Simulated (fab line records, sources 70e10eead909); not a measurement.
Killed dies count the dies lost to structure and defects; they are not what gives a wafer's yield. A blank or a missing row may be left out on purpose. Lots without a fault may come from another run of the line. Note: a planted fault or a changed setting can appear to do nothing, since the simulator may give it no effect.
fab line records	flow nandHarc
record: lots: 24	wafers: 72	lastDay: 33
route steps=1302 shown P_CONTACT@249 P_M0@266 P_M1@296
lots untouched by any fault: they come from a run of this same line in which no faults occurred
startH: hours from the record's first day to the start of the lot's first wafer shown	waitH: how many hours have passed since the lot's step before this one	" same as the row above	L1.1+2: several wafers, shown together as one row	- no value, or no start was given	* or withheld: withheld	< > ~ a bound
route shown NAME@n: names a module that has steps shown in the file, with the first one's number in the route	usual: mean/standard deviation of fault-free wafers	same: alike in all rows	chamber/n: place in a boat	sites: the reading at each site	_std_site: standard deviation across them	_edge_site: mean of outer sites minus mean of inner sites	radiusMm: for every site, how far away it sits from the centre of the wafer	mask NAME#n: copy n	behind: the last tool/chamber to shape the wafer	hold: why the lot went on hold/how many hours it stayed there/how the hold came to an end	device: names the non-switching transistor (n, p or np)	end of line: the tests these same wafers got at the end of their route	where a step has no rows: the recipe by itself	killed: count of dies lost to structure and defects at first sort (not the wafer's yield)	map: the dies of a wafer, with x for killed, . for not killed, _ for no die there
set.NAME: setting as actually run; set.NAME@STEP: the setting as run at that earlier step	model.NAME: the simulator's own value behind a step, which no gauge read
a sample of lots followed through the steps of the route, with each step as a table and each wafer as a row
services: from which hour (startH, from the record's first day; less than 0 if before it) a tool's chamber was out of use, for how many hours, and why
== steps ==
step: NHARC_P_CONTACT_CMP_24
recipe: tOverpolishS: 30	targetThkNm: 200
usual: motorCurrentA: 12.0/1.9	overpolishRunS: 29.999/0.009	timeToEndpointS: 40.3/2.9
lot.wafer	tool	chamber	startH	waitH	motorCurrentA	overpolishRunS	timeToEndpointS
L074.2	cmp-03	1	124.54	0.5	11.6	30.003	40.9
L074.5	"	0	"	"	13.4	29.998	42.1
L074.6	"	1	"	"	10.8	30.014	41.6
L076.1	cmp-03	3	141.41	0.6	12.0	30.013	43.3
L076.2	"	0	"	"	13.9	29.995	47.6
L076.6	"	0	"	"	13.2	30.002	44.6
L077.2	cmp-03	1	150.60	0.6	11.5	29.997	42.9
L077.1	"	2	"	"	9.7	29.988	47.0
L077.5	"	1	"	"	11.6	30.007	42.1
L078.2	cmp-01	3	157.87	0.9	11.8	30.001	41.7
L078.3	"	1	"	"	11.3	29.980	38.7
L078.6	"	3	"	"	12.4	29.993	35.8
L079.4	cmp-01	3	168.33	0.4	12.8	30.006	38.1
L079.3	"	0	"	"	16.6	29.993	41.2
L079.5	"	2	"	"	10.6	30.006	40.5
L075.2	cmp-03	3	179.64	0.6	12.6	29.979	38.6
L075.1	"	0	"	"	13.3	30.001	45.2
L075.3	"	2	"	"	10.2	29.986	44.1
L080.1	cmp-01	2	182.55	0.5	10.5	30.008	40.2
L080.3	"	0	"	"	16.8	30.002	40.0
L080.5	"	2	"	"	10.6	30.002	41.0
L081.2	cmp-04	0	190.18	0.5	13.3	30.002	40.2
L081.3	"	3	"	"	11.4	30.014	39.9
L081.5	"	0	"	"	13.8	30.002	41.9
L082.4	cmp-04	0	197.32	0.4	13.9	30.000	38.1
L082.1	"	1	"	"	10.9	29.999	36.1
L082.2	"	3	"	"	11.6	30.012	37.7
L083.1	cmp-01	1	217.53	0.6	11.1	30.002	41.4
L083.2	"	3	"	"	11.6	29.994	37.8
L083.6	"	0	"	"	16.4	29.997	43.6
L084.1	cmp-01	1	219.39	0.5	10.7	29.999	37.1
L084.2	"	3	"	"	11.5	30.005	41.8
L084.6	"	1	"	"	11.1	30.000	40.0
L085.3	cmp-03	1	238.70	0.3	11.7	30.000	41.3
L085.1	"	2	"	"	10.0	30.003	37.6
L085.6	"	0	"	"	13.8	30.001	39.5
L086.3	cmp-01	1	243.48	0.3	10.4	29.978	39.7
L086.1	"	3	"	"	11.9	29.998	40.2
L086.5	"	0	"	"	16.4	30.001	44.1
L087.4	cmp-03	2	262.32	0.3	10.4	29.993	43.3
L087.1	"	0	"	"	14.3	30.012	44.9
L087.6	"	2	"	"	10.3	30.018	38.8
L088.1	cmp-01	2	262.97	0.6	10.3	29.985	44.3
L088.5	"	2	"	"	9.7	29.995	44.7
L088.6	"	3	"	"	12.1	30.011	42.2
L090.3	cmp-03	2	276.14	0.6	10.6	29.978	40.6
L090.1	"	1	"	"	11.6	30.016	41.9
L090.6	"	2	"	"	9.7	30.003	39.7
L089.4	cmp-01	0	277.21	0.5	16.0	30.005	43.4
L089.1	"	1	"	"	11.2	30.002	40.4
L089.5	"	1	"	"	11.0	30.002	42.3
L091.2	cmp-03	1	285.51	0.6	11.8	29.998	38.9
L091.4	"	2	"	"	10.4	29.999	38.8
L091.6	"	1	"	"	11.2	30.006	39.7
L092.4	cmp-01	0	294.22	0.4	16.2	30.006	37.8
L092.2	"	2	"	"	10.5	29.984	39.9
L092.3	"	3	"	"	13.1	29.991	36.4
L093.3	cmp-01	0	306.76	0.4	15.8	30.012	40.9
L093.6	"	2	"	"	10.8	30.009	41.0
L093.5	"	3	"	"	12.3	29.998	35.9
L094.4	cmp-04	1	320.52	0.4	12.3	30.013	35.7
L094.1	"	0	"	"	14.7	30.012	38.4
L094.5	"	2	"	"	10.2	29.988	36.6
L095.1	cmp-04	0	331.26	0.5	14.3	29.997	39.9
L095.5	"	3	"	"	10.8	30.004	33.2
L095.6	"	0	"	"	13.3	30.013	35.7
L096.3	cmp-04	0	337.94	0.4	14.2	30.016	40.7
L096.1	"	2	"	"	10.6	30.000	37.7
L096.5	"	1	"	"	11.5	30.002	39.2
L097.3	cmp-01	1	347.56	0.4	11.4	29.991	39.6
L097.1	"	3	"	"	11.6	29.999	39.3
L097.6	"	1	"	"	10.4	29.997	38.3
step: NHARC_P_M0_DESCUM_14
recipe: timeS: 3	o2FlowSccm: 200	arFlowSccm: 0	biasPowerW: 0	chemistry: O2
usual: drypumpMotorCurrentA: 5.5/0.45	oesProductAu: 1.001/0.011	rfVppV: 57.7/0.91	showerheadPlenumPTorr: 1.88/0.075	throttleValvePct: 11.311/0.0097
lot.wafer	tool	chamber	startH	waitH	drypumpMotorCurrentA	oesProductAu	rfHoursCounterH	rfVppV	showerheadPlenumPTorr	throttleValvePct
L074.2	rieDiel-13	0	126.02	0.1	5.1	1.003	23	57.9	1.94	11.306
L074.6	"	3	"	"	5.5	0.990	-	57.6	1.88	11.324
L074.5	"	0	"	"	5.2	0.994	-	57.2	1.94	11.338
L076.2	rieDiel-12	2	142.90	0.1	5.4	1.025	16	57.3	1.83	11.318
L076.1	"	3	"	"	5.9	1.003	14	57.5	1.79	11.303
L076.6	"	3	"	"	5.9	0.995	-	57.2	1.79	11.282
L077.2	rieDiel-12	0	151.96	0.1	6.3	1.007	18	58.2	1.98	11.320
L077.1	"	3	"	"	5.9	0.993	20	58.1	1.79	11.322
L077.5	"	0	"	"	6.3	1.009	-	58.0	1.98	11.323
L078.3	rieDiel-12	3	159.35	0.1	5.8	1.008	22	56.8	1.79	11.297
L078.2	"	0	"	"	6.3	1.007	21	58.4	1.98	11.313
L078.6	"	1	"	"	6.6	1.013	-	57.9	1.83	11.323
L079.4	rieDiel-12	2	169.81	0.1	5.4	0.996	27	58.0	1.83	11.304
L079.3	"	3	"	"	5.8	1.002	25	56.4	1.79	11.316
L079.5	"	1	"	"	6.5	1.008	-	56.8	1.82	11.312
L075.1	rieDiel-13	3	181.14	0.1	5.5	0.992	2	57.7	1.88	11.304
L075.3	"	0	"	"	5.2	0.991	1	58.0	1.94	11.309
L075.2	"	2	"	"	4.9	1.012	2	56.6	1.81	11.298
L080.1	rieDiel-13	3	184.00	0.1	5.6	0.989	2	57.0	1.88	11.322
L080.3	"	1	"	"	5.7	0.999	2	58.0	1.99	11.319
L080.5	"	0	"	"	5.1	0.996	-	58.3	1.94	11.321
L081.2	rieDiel-13	3	191.68	0.1	5.6	0.992	2	56.9	1.88	11.306
L081.3	"	2	"	"	4.9	1.009	2	56.9	1.81	11.304
L081.5	"	3	"	"	5.5	0.984	-	56.9	1.88	11.316
L082.1	rieDiel-06	3	198.83	0.1	5.4	1.005	17	57.8	1.81	11.318
L082.2	"	0	"	"	5.4	1.000	18	58.2	1.84	11.315
L082.4	"	1	"	"	5.2	0.998	17	60.0	2.07	11.328
L083.1	rieDiel-13	1	218.99	0.1	5.7	1.010	9	57.7	1.99	11.337
L083.2	"	0	"	"	5.2	0.978	8	56.2	1.93	11.305
L083.6	"	2	"	"	4.9	1.013	-	57.7	1.81	11.316
L084.1	rieDiel-13	2	221.01	0.3	4.9	1.019	9	56.7	1.81	11.303
L084.2	"	3	"	"	5.6	0.987	9	58.0	1.88	11.324
L084.6	"	2	"	"	4.9	1.007	-	56.4	1.81	11.298
L085.1	rieDiel-13	1	240.16	0.1	5.7	1.012	12	58.1	1.99	11.315
L085.3	"	3	"	"	5.5	0.991	11	58.5	1.88	11.313
L085.6	"	1	"	"	5.7	1.001	-	59.4	1.99	11.318
L086.1	rieDiel-13	2	244.94	0.1	4.9	1.017	11	57.3	1.81	11.303
L086.3	"	1	"	"	5.7	1.015	12	58.8	1.99	11.308
L086.5	"	2	"	"	4.9	1.010	-	57.8	1.81	11.323
L087.1	rieDiel-13	1	263.80	0.1	5.7	1.018	15	58.5	1.99	11.313
L087.4	"	2	"	"	4.9	1.021	14	58.7	1.81	11.301
L087.6	"	2	"	"	4.9	1.010	-	56.8	1.81	11.309
L088.1	rieDiel-13	3	264.49	0.1	5.6	0.990	14	58.7	1.88	11.317
L088.6	"	0	"	"	5.2	0.989	-	57.7	1.93	11.305
L088.5	"	1	"	"	5.7	1.008	-	57.9	1.99	11.307
L090.3	rieDiel-12	2	277.63	0.1	5.5	1.004	0	57.0	1.82	11.316
L090.1	"	0	"	"	6.3	1.004	0	58.8	1.96	11.310
L090.6	"	2	"	"	5.4	1.001	-	57.9	1.82	11.310
L089.1	rieDiel-13	2	278.71	0.1	4.9	1.007	19	57.5	1.81	11.314
L089.4	"	0	"	"	5.2	0.983	18	56.8	1.93	11.294
L089.5	"	2	"	"	4.9	1.015	-	57.9	1.81	11.308
L091.4	rieDiel-13	3	286.98	0.1	5.6	0.992	20	58.2	1.87	11.302
L091.2	"	0	"	"	5.1	0.996	21	59.6	1.93	11.307
L091.6	"	0	"	"	5.2	0.987	-	58.5	1.93	11.298
L092.3	rieDiel-06	2	295.71	0.1	4.9	0.998	50	57.9	1.89	11.312
L092.2	"	0	"	"	5.4	1.000	55	57.7	1.83	11.313
L092.4	"	1	"	"	5.2	1.000	49	58.7	2.06	11.302
L093.3	rieDiel-13	1	308.22	0.1	5.7	1.019	25	58.0	1.98	11.297
L093.6	"	2	"	"	4.9	1.009	-	57.9	1.80	11.312
L093.5	"	3	"	"	5.6	0.992	-	56.8	1.87	11.315
L094.1	rieDiel-13	1	322.00	0.1	5.7	1.002	28	57.4	1.98	11.329
L094.4	"	2	"	"	4.9	1.002	28	57.5	1.80	11.303
L094.5	"	2	"	"	4.9	1.002	-	56.6	1.80	11.305
L095.1	rieDiel-13	2	332.60	0.1	4.9	1.009	31	55.8	1.80	11.302
L095.5	"	2	"	"	4.9	1.005	-	57.4	1.80	11.298
L095.6	"	3	"	"	5.5	0.983	-	56.4	1.87	11.320
L096.1	rieDiel-06	0	339.44	0.1	5.4	1.000	9	58.1	1.82	11.315
L096.3	"	1	"	"	5.2	0.997	11	58.1	2.05	11.310
L096.5	"	2	"	"	4.9	1.008	-	57.7	1.89	11.295
L097.3	rieDiel-06	3	348.92	0.1	5.4	1.008	13	57.8	1.79	11.312
L097.1	"	0	"	"	5.4	0.992	12	57.4	1.82	11.291
L097.6	"	0	"	"	5.4	1.004	-	57.5	1.82	11.301
step: NHARC_P_M0_DEP_32
recipe: targetThkA: 300	tempC: 370	targetThkNm: 30	pressureTorr: 3	flowSccm: 200	rfW: 450	material: SiCN
usual: heaterPowerW: 547/67	rfFwdPowerW: 449.0/1.3	susceptorTempC: 369.99/0.22
lot.wafer	tool	chamber	startH	waitH	heaterPowerW	rfFwdPowerW	susceptorTempC
L074.2	pecvd-03	1	128.63	0.1	557	451.1	370.03
L074.6	"	1	"	"	552	450.1	369.96
L074.5	"	0	"	"	533	449.1	370.54
L076.1	pecvd-03	0	145.51	0.1	562	448.7	369.95
L076.2	"	2	"	"	482	447.9	370.17
L076.6	"	0	"	"	588	449.5	369.95
L077.1	pecvd-04	1	154.60	0.1	422	450.4	370.00
L077.2	"	0	"	"	579	447.8	369.78
L077.5	"	2	"	"	581	449.2	369.93
L078.3	pecvd-03	2	161.98	0.1	470	450.2	369.88
L078.2	"	0	"	"	546	448.0	369.93
L078.6	"	0	"	"	564	448.0	369.97
L079.3	pecvd-02	1	172.58	0.1	553	447.7	370.08
L079.4	"	1	"	"	560	449.8	369.73
L079.5	"	0	"	"	600	448.3	369.65
L075.3	pecvd-03	2	183.77	0.1	444	449.5	370.33
L075.2	"	0	"	"	564	448.8	369.90
L075.1	"	1	"	"	561	449.6	370.10
L080.1	pecvd-04	0	186.74	0.1	533	449.5	369.85
L080.3	"	0	"	"	524	447.3	369.55
L080.5	"	1	"	"	441	450.4	369.87
L081.2	pecvd-02	2	194.30	0.1	577	448.2	370.14
L081.3	"	0	"	"	569	448.8	369.71
L081.5	"	2	"	"	570	449.5	370.27
L082.2	pecvd-03	1	201.50	0.1	590	449.2	370.01
L082.1	"	2	"	"	400	449.1	369.80
L082.4	"	2	"	"	420	450.4	370.09
L083.1	pecvd-02	2	221.68	0.1	497	449.0	370.33
L083.2	"	1	"	"	589	448.8	370.25
L083.6	"	0	"	"	602	450.1	370.13
L084.1	pecvd-03	2	223.73	0.1	506	447.8	369.80
L084.2	"	0	"	"	590	449.1	370.06
L084.6	"	1	"	"	587	448.2	370.20
L085.1	pecvd-03	1	242.81	0.1	630	448.3	369.66
L085.3	"	0	"	"	586	449.8	369.81
L085.6	"	2	"	"	435	450.4	369.92
L086.3	pecvd-02	2	247.57	0.1	653	449.7	370.07
L086.1	"	0	"	"	595	447.8	370.09
L086.5	"	1	"	"	692	449.0	369.97
L087.1	pecvd-03	0	266.47	0.1	560	450.5	369.72
L087.4	"	2	"	"	425	450.1	370.26
L087.6	"	0	"	"	576	449.6	369.79
L088.1	pecvd-03	0	267.25	0.1	601	448.3	369.82
L088.6	"	1	"	"	589	450.1	369.48
L088.5	"	0	"	"	590	448.8	369.97
L090.1	pecvd-03	0	280.26	0.1	580	450.8	369.87
L090.3	"	2	"	"	426	449.3	370.39
L090.6	"	2	"	"	431	448.8	370.02
L089.1	pecvd-03	2	281.38	0.1	455	450.1	370.25
L089.4	"	2	"	"	450	448.3	370.24
L089.5	"	0	"	"	588	448.0	370.19
L091.2	pecvd-03	0	289.64	0.1	501	448.4	370.19
L091.4	"	2	"	"	485	447.0	369.51
L091.6	"	1	"	"	621	448.9	369.95
L092.3	pecvd-02	2	298.46	0.1	641	448.0	369.94
L092.2	"	0	"	"	594	447.8	369.96
L092.4	"	0	"	"	593	448.5	369.72
L093.3	pecvd-03	0	310.84	0.1	547	448.4	370.16
L093.6	"	1	"	"	592	450.8	370.06
L093.5	"	2	"	"	477	445.6	370.18
L094.1	pecvd-03	0	324.77	0.1	504	449.8	369.72
L094.5	"	0	"	"	510	450.1	369.49
L094.4	"	1	"	"	629	446.6	370.08
L095.1	pecvd-04	0	335.22	0.1	646	447.8	370.27
L095.5	"	0	"	"	646	448.5	370.07
L095.6	"	1	"	"	452	452.2	370.11
L096.3	pecvd-03	2	342.08	0.1	474	449.6	369.86
L096.1	"	0	"	"	593	449.8	370.32
L096.5	"	2	"	"	474	448.2	369.89
L097.1	pecvd-03	2	351.76	0.1	430	450.7	370.08
L097.3	"	0	"	"	567	447.7	369.76
L097.6	"	2	"	"	434	450.2	370.25
step: NHARC_P_M1_OVL_MEAS_10
recipe: pitchNm: 260
usual: overlayXNm: 0.2/0.86	overlayYNm: -0.1/0.65
lot.wafer	tool	chamber	startH	waitH	overlayXNm	overlayYNm
L074.2	overlay-01	-	129.82	-	0.6	0.8
L074.5	"	-	"	"	0.1	0.2
L074.6	"	-	"	"	0.1	0.2
L076.1	overlay-02	-	146.73	-	-0.6	-0.6
L076.2	"	-	"	"	-1.0	-0.9
L076.6	"	-	"	"	-0.8	-0.9
L077.1	overlay-01	-	155.93	-	-0.5	-1.4
L077.2	"	-	"	"	-0.3	-1.4
L077.5	"	-	"	"	-0.3	-1.9
L078.2	overlay-02	-	163.28	-	0.2	-0.1
L078.3	"	-	"	"	1.0	0.1
L078.6	"	-	"	"	0.5	0.0
L079.3	overlay-02	-	173.92	-	0.0	-0.7
L079.4	"	-	"	"	0.0	-1.0
L079.5	"	-	"	"	0.4	-1.3
L075.1	overlay-02	-	184.97	-	-0.9	-0.7
L075.2	"	-	"	"	-0.7	-0.6
L075.3	"	-	"	"	-0.9	-1.0
L080.1	overlay-01	-	187.99	-	-0.1	0.6
L080.3	"	-	"	"	-0.5	0.6
L080.5	"	-	"	"	-0.8	0.7
L081.2	overlay-02	-	195.49	-	0.7	0.7
L081.3	"	-	"	"	-0.3	0.2
L081.5	"	-	"	"	0.6	-0.2
L082.1	overlay-02	-	202.80	-	-0.3	-0.3
L082.2	"	-	"	"	0.0	0.1
L082.4	"	-	"	"	-0.1	-0.1
L083.1	overlay-01	-	223.01	-	0.9	-0.3
L083.2	"	-	"	"	1.0	0.3
L083.6	"	-	"	"	1.1	0.7
L084.1	overlay-01	-	225.07	-	0.7	0.6
L084.2	"	-	"	"	0.7	1.5
L084.6	"	-	"	"	0.7	1.4
L085.1	overlay-01	-	244.14	-	1.6	0.2
L085.3	"	-	"	"	0.8	0.2
L085.6	"	-	"	"	0.3	0.7
L086.1	overlay-02	-	248.91	-	-0.9	0.0
L086.3	"	-	"	"	0.1	0.1
L086.5	"	-	"	"	-0.5	-0.2
L087.1	overlay-02	-	267.74	-	1.3	0.2
L087.4	"	-	"	"	1.3	0.2
L087.6	"	-	"	"	0.9	0.8
L088.1	overlay-01	-	268.51	-	0.9	-0.6
L088.5	"	-	"	"	0.9	-0.9
L088.6	"	-	"	"	0.8	-0.4
L090.1	overlay-02	-	281.59	-	1.6	-0.9
L090.3	"	-	"	"	1.4	-0.6
L090.6	"	-	"	"	1.4	-0.6
L089.1	overlay-01	-	282.53	-	1.0	0.6
L089.4	"	-	"	"	0.7	0.2
L089.5	"	-	"	"	1.4	1.2
L091.2	overlay-02	-	290.81	-	1.8	0.1
L091.4	"	-	"	"	1.8	0.3
L091.6	"	-	"	"	1.5	-0.3
L092.2	overlay-01	-	299.75	-	1.0	-0.1
L092.3	"	-	"	"	0.7	-0.1
L092.4	"	-	"	"	1.2	0.7
L093.3	overlay-02	-	312.22	-	-0.3	0.4
L093.5	"	-	"	"	-0.1	0.0
L093.6	"	-	"	"	-0.5	0.6
L094.1	overlay-01	-	326.24	-	-0.5	0.3
L094.4	"	-	"	"	-0.4	0.4
L094.5	"	-	"	"	-0.9	-0.1
L095.1	overlay-01	-	336.55	-	0.4	-0.1
L095.5	"	-	"	"	0.7	0.5
L095.6	"	-	"	"	0.2	1.0
L096.1	overlay-02	-	343.24	-	-1.9	-0.3
L096.3	"	-	"	"	-2.0	0.0
L096.5	"	-	"	"	-1.4	-0.8
L097.1	overlay-01	-	352.95	-	-0.1	0.0
L097.3	"	-	"	"	0.7	0.0
L097.6	"	-	"	"	0.2	0.1
step: NHARC_P_M1_INSPECT_11
usual: rawDefectCount: 4.1/2.7
lot.wafer	tool	chamber	startH	waitH	rawDefectCount
L074.2	defectInspect-02	-	129.86	0.0	4
L074.5	"	-	"	"	3
L074.6	"	-	"	"	3
L076.1	defectInspect-02	-	146.76	0.0	4
L076.2	"	-	"	"	3
L076.6	"	-	"	"	3
L077.1	defectInspect-02	-	155.97	0.0	2
L077.2	"	-	"	"	3
L077.5	"	-	"	"	1
L078.2	defectInspect-02	-	163.31	0.0	2
L078.3	"	-	"	"	3
L078.6	"	-	"	"	2
L079.3	defectInspect-02	-	173.95	0.0	4
L079.4	"	-	"	"	2
L079.5	"	-	"	"	1
L075.1	defectInspect-01	-	185.01	0.0	2
L075.2	"	-	"	"	2
L075.3	"	-	"	"	6
L080.1	defectInspect-01	-	188.03	0.0	4
L080.3	"	-	"	"	2
L080.5	"	-	"	"	0
L081.2	defectInspect-01	-	195.53	0.0	5
L081.3	"	-	"	"	4
L081.5	"	-	"	"	4
L082.1	defectInspect-01	-	202.83	0.0	7
L082.2	"	-	"	"	3
L082.4	"	-	"	"	0
L083.1	defectInspect-02	-	223.05	0.0	3
L083.2	"	-	"	"	8
L083.6	"	-	"	"	8
L084.1	defectInspect-01	-	225.11	0.0	5
L084.2	"	-	"	"	7
L084.6	"	-	"	"	3
L085.1	defectInspect-02	-	244.18	0.0	7
L085.3	"	-	"	"	6
L085.6	"	-	"	"	7
L086.1	defectInspect-01	-	248.95	0.0	2
L086.3	"	-	"	"	1
L086.5	"	-	"	"	4
L087.1	defectInspect-02	-	267.78	0.0	8
L087.4	"	-	"	"	7
L087.6	"	-	"	"	9
L088.1	defectInspect-02	-	268.55	0.0	1
L088.5	"	-	"	"	1
L088.6	"	-	"	"	2
L090.1	defectInspect-01	-	281.63	0.0	7
L090.3	"	-	"	"	4
L090.6	"	-	"	"	12
L089.1	defectInspect-02	-	282.56	0.0	7
L089.4	"	-	"	"	3
L089.5	"	-	"	"	2
L091.2	defectInspect-02	-	290.85	0.0	7
L091.4	"	-	"	"	2
L091.6	"	-	"	"	4
L092.2	defectInspect-02	-	299.79	0.0	3
L092.3	"	-	"	"	9
L092.4	"	-	"	"	14
L093.3	defectInspect-01	-	312.26	0.0	4
L093.5	"	-	"	"	3
L093.6	"	-	"	"	2
L094.1	defectInspect-02	-	326.30	0.1	3
L094.4	"	-	"	"	4
L094.5	"	-	"	"	1
L095.1	defectInspect-01	-	336.59	0.0	4
L095.5	"	-	"	"	1
L095.6	"	-	"	"	0
L096.1	defectInspect-01	-	343.28	0.0	0
L096.3	"	-	"	"	6
L096.5	"	-	"	"	2
L097.1	defectInspect-02	-	352.99	0.0	2
L097.3	"	-	"	"	4
L097.6	"	-	"	"	1
step: NHARC_P_M1_INSPECT_27
usual: rawDefectCount: 300/120
lot.wafer	tool	chamber	startH	waitH	rawDefectCount
L074.2	defectInspect-01	-	132.55	0.0	519
L074.5	"	-	"	"	326
L074.6	"	-	"	"	411
L076.1	defectInspect-01	-	149.40	0.0	306
L076.2	"	-	"	"	252
L076.6	"	-	"	"	464
L077.1	defectInspect-01	-	158.60	0.0	156
L077.2	"	-	"	"	344
L077.5	"	-	"	"	193
L078.2	defectInspect-02	-	166.01	0.0	447
L078.3	"	-	"	"	357
L078.6	"	-	"	"	242
L079.3	defectInspect-02	-	176.61	0.0	370
L079.4	"	-	"	"	463
L079.5	"	-	"	"	669
L075.1	defectInspect-01	-	187.67	0.0	331
L075.2	"	-	"	"	274
L075.3	"	-	"	"	320
L080.1	defectInspect-02	-	190.82	0.0	177
L080.3	"	-	"	"	185
L080.5	"	-	"	"	305
L081.2	defectInspect-01	-	198.16	0.0	387
L081.3	"	-	"	"	224
L081.5	"	-	"	"	231
L082.1	defectInspect-02	-	205.47	0.0	207
L082.2	"	-	"	"	152
L082.4	"	-	"	"	142
L083.1	defectInspect-02	-	225.70	0.0	180
L083.2	"	-	"	"	230
L083.6	"	-	"	"	209
L084.1	defectInspect-02	-	227.77	0.0	235
L084.2	"	-	"	"	280
L084.6	"	-	"	"	209
L085.1	defectInspect-02	-	246.88	0.0	280
L085.3	"	-	"	"	406
L085.6	"	-	"	"	291
L086.1	defectInspect-02	-	251.59	0.0	176
L086.3	"	-	"	"	104
L086.5	"	-	"	"	331
L087.1	defectInspect-01	-	270.47	0.0	268
L087.4	"	-	"	"	240
L087.6	"	-	"	"	279
L088.1	defectInspect-02	-	271.22	0.0	233
L088.5	"	-	"	"	224
L088.6	"	-	"	"	514
L090.1	defectInspect-02	-	284.30	0.0	212
L090.3	"	-	"	"	204
L090.6	"	-	"	"	326
L089.1	defectInspect-01	-	285.21	0.0	430
L089.4	"	-	"	"	402
L089.5	"	-	"	"	299
L091.2	defectInspect-01	-	293.61	0.0	294
L091.4	"	-	"	"	407
L091.6	"	-	"	"	230
L092.2	defectInspect-02	-	302.95	0.0	277
L092.3	"	-	"	"	322
L092.4	"	-	"	"	277
L093.3	defectInspect-01	-	314.91	0.0	296
L093.5	"	-	"	"	345
L093.6	"	-	"	"	239
L094.1	defectInspect-02	-	329.04	0.0	286
L094.4	"	-	"	"	645
L094.5	"	-	"	"	401
L095.1	defectInspect-01	-	339.51	0.0	364
L095.5	"	-	"	"	185
L095.6	"	-	"	"	196
L096.1	defectInspect-01	-	346.27	0.0	239
L096.3	"	-	"	"	399
L096.5	"	-	"	"	361
L097.1	defectInspect-01	-	355.61	0.0	253
L097.3	"	-	"	"	276
L097.6	"	-	"	"	208
== services ==
tool	chamber	startH	hours	kind
cmp-04	-	112.59	4.0	pm
cmp-03	-	137.34	0.5	repair
pecvd-02	-	137.59	1.7	repair
cmp-04	-	144.46	0.4	repair
cmp-03	-	164.55	4.0	pm
rieDiel-13	-	165.00	9.0	pm
pecvd-03	-	165.31	0.4	repair
cmp-04	-	177.50	1.0	repair
pecvd-03	-	185.20	13.0	pm
cmp-01	-	187.68	4.0	pm
rieDiel-12	2	204.52	5.5	repair
pecvd-03	2	233.96	4.2	repair
cmp-01	-	234.88	0.9	repair
rieDiel-13	1	238.10	1.5	repair
cmp-03	-	262.55	4.0	pm
cmp-01	-	266.81	0.5	repair
cmp-01	-	273.43	3.3	repair
cmp-01	-	279.71	1.9	repair
cmp-01	-	285.68	4.0	pm
pecvd-03	1	317.16	3.3	repair
cmp-01	-	328.49	4.3	repair
cmp-01	-	333.04	0.4	repair
rieDiel-13	-	342.00	9.0	pm
cmp-03	-	350.31	0.5	repair
== key ==
fault none
